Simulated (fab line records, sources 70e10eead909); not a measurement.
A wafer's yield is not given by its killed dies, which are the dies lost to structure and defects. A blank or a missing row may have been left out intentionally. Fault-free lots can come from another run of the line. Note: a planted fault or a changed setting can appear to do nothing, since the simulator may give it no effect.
A lot that was struck, set against a sound lot + flow nand_harc + 15 steps out of a route of 1159
Sound: these wafers, L459.2, L459.3, L459.5. Struck: wafers L472.1, L472.2, L472.4. At the end, the cause is stated.
Per side, at each step with rows, come the tool, then ch with its chambers, and then its first start. Under that, the readings that differ: sound wafers + struck wafers + difference of the means + sigmas: that difference in standard deviations of wafers without a fault.
alike: readings whose means differ by less than 2 such deviations, and words and numbers that are the same on both sides. not compared: withheld readings, readings that some wafer has no value for, bounds like >300 that may hide the same value, and numbers for which the record gives no deviation and whose values overlap.
A row with sigmas, a row that says differs or no value, or rows on one side alone: a step with any of these is where the two part. Numbers that don't overlap but have no deviation are shown without sigmas and don't part them. A reading missing from all wafers of one side parts the sides only when that side holds two or more wafers.

first, 1 step without rows for these wafers: NHARC_A_CONTACT_ETCH_138 (etches the open film in C4F8/O2/Ar, time 132 s, target depth 1289 nm).
NHARC_A_CONTACT_ETCH_139: etches the open film in C4F8/O2/Ar, time 137 s, target depth 590 nm.
  sound on har_cap_etch-01 ch 1, day 17 19:46; struck on har_cap_etch-02 ch 0,1, day 20 15:19
  not compared: rf_hours_counter_h
NHARC_A_CONTACT_ETCH_92: etches the open film in CH3F/O2, target depth 40 nm, time 85.7 s.
  sound on rie_diel-05 ch 0,2, day 17 20:07; struck on rie_diel-13 ch 0,1,2, day 20 15:44
  alike: ch3f_flow_sccm, drypump_motor_current_A, oes_product_au, rf_vpp_V, showerhead_plenum_p_Torr, throttle_valve_pct
  not compared: rf_hours_counter_h
NHARC_A_CONTACT_ETCH_98: etches the open film in C4F6/O2, target depth 20 nm, time 10 s.
  sound: rie_diel-05 ch 2,3; struck: rie_diel-13 ch 0,1,2
  alike: drypump_motor_current_A, oes_product_au, rf_vpp_V, showerhead_plenum_p_Torr, throttle_valve_pct
  not compared: rf_hours_counter_h
NHARC_A_CONTACT_CD_MEAS_15:
  sound on cd_sem-01, day 17 20:20; struck on cd_sem-03, day 20 15:56
  alike: cd_nm
then, 3 steps without rows for these wafers: NHARC_A_CONTACT_STRIP_107 (strips in N2/H2); NHARC_A_CONTACT_STRIP_108 (strips in CF4/CHF3); NHARC_A_CONTACT_STRIP_109 (strips in O2/COS).
NHARC_A_CONTACT_ETCH_110: etches the open film in CF4/O2, target depth 50 nm, overetch 5 nm, time 27.5 s.
  sound on rie_diel-03 ch 1,3, day 17 20:38; struck on rie_diel-13 ch 1,2,3, day 20 16:14
  alike: drypump_motor_current_A, oes_product_au, rf_vpp_V, showerhead_plenum_p_Torr, throttle_valve_pct
  not compared: rf_hours_counter_h
NHARC_A_CONTACT_STRIP_26: strips in O2.
  sound: rie_diel-03 ch 2,3; struck: rie_diel-13 ch 0,1,2
  alike: drypump_motor_current_A, oes_product_au, rf_vpp_V, showerhead_plenum_p_Torr, throttle_valve_pct
  not compared: rf_hours_counter_h
then, 2 steps without rows for these wafers: NHARC_A_CONTACT_STRIP_27 (strips in post etch residue remover, time 600 s); NHARC_A_CONTACT_ALD_18 (deposits TiN, target thk 3 nm, pulse time 1 s, ald cycles 150).
NHARC_A_CONTACT_CVD_19: deposits W, target thk 300 nm, time 802 s.
  sound on cvd_w-02 ch 0,1, day 17 22:00; struck on cvd_w-01 ch 0,1, day 21 07:01
  alike: heater_power_w, throttle_valve_pct
NHARC_A_CONTACT_CMP_20: polishes, t overpolish 30 s, target thk 300 nm.
  sound on cmp-02 ch 1,3, day 17 22:46; struck on cmp-02 ch 0,1,2, day 21 08:01
| reading                | sound          | struck            | difference | sigmas |
|------------------------|----------------|-------------------|------------|--------|
| time_to_endpoint_s (s) | 53.8 60.7 54.6 | 123.0 125.0 123.6 | +67.5      | +22    |
  alike: motor_current_A, overpolish_run_s, slurry_flow_ml_min
-- jump in the record: it breaks off in module A_CONTACT and resumes in module END (first step shown: number 1159 of the route), and 2 days separate the struck wafers' starts before and after --
NHARC_END_SORT_01:
  at this point the record logs the struck wafers (prober-01 ch 0, day 23 09:01) and has no rows for the sound ones

## WHERE THEY PART
First at NHARC_A_CONTACT_CMP_20; last, within this record, at NHARC_END_SORT_01.

WHY: what the simulator had put in
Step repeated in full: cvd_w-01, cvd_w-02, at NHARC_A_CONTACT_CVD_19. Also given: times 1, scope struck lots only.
